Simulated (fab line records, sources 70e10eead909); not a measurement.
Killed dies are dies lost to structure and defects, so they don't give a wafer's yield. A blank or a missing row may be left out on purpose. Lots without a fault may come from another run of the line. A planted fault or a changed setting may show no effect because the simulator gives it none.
One fault seen from 2 desks | flow nand_harc | each desk has only its own numbers; what lay behind them comes last

THE DEFECT DESK
What the inspections along the route counted, lot by lot: means of the sampled wafers that have a number. A lot is out of limits, marked OUT, if its mean lies more than 4 standard deviations from the usual mean; the brackets give that distance.
Columns: A = raw_defect_count at NHARC_A_CHANNEL_HOLE_D1_INSPECT_12, usual 5.5
lot  | first seen here | A
L117 | day 8 14:18     | 10.3
L119 | day 9 11:25     | 4.0
L120 | day 9 18:08     | 7.3
L123 | day 11 08:20    | 10.3
L125 | day 11 21:52    | 5.3
L128 | day 13 00:32    | 3.3
L129 | day 13 07:59    | 6.3
L135 | day 16 01:13    | 5.0
L136 | day 16 11:46    | 3.0
L137 | day 17 00:37    | 9.3
L138 | day 17 00:59    | 5.7
L140 | day 17 19:29    | 1.0
This desk's finding: nothing out of limits on any of the 12 lots.

THE TOOL OWNER'S DESK: ald_hk-03
The tool's own readings at NHARC_A_CHANNEL_FILL_D1_ALD_14 (deposits SiO2, target thk 2.5 nm, pulse time 10 s, ald cycles 25): means of the sampled wafers that have a number, for each lot that ran on this tool. A lot is out of limits, marked OUT, if its mean lies more than 4 standard deviations from the usual mean; the brackets give that distance.
Columns: A = heater_power_outer_w at NHARC_A_CHANNEL_FILL_D1_ALD_14, usual 260 W; B = heater_power_w at NHARC_A_CHANNEL_FILL_D1_ALD_14, usual 461 W; C = precursor_pulse_height_rel at NHARC_A_CHANNEL_FILL_D1_ALD_14, usual 1.003
lot  | first seen here | A   | B   | C
L123 | day 11 22:34    | 236 | 421 | 1.013
L125 | day 12 12:05    | 248 | 443 | 1.016
L128 | day 13 23:28    | 259 | 451 | 1.000
L129 | day 14 04:09    | 239 | 431 | 1.005
L136 | day 17 03:58    | 254 | 449 | 1.010
L138 | day 17 19:04    | 278 | 483 | 1.009
L140 | day 18 09:44    | 274 | 479 | 1.012
This desk's finding: nothing out of limits on any of the 7 lots.

PUT TOGETHER
The defect desk saw nothing out of limits.
The tool owner's desk saw nothing out of limits.

WHAT THE SIMULATOR HAD PUT IN
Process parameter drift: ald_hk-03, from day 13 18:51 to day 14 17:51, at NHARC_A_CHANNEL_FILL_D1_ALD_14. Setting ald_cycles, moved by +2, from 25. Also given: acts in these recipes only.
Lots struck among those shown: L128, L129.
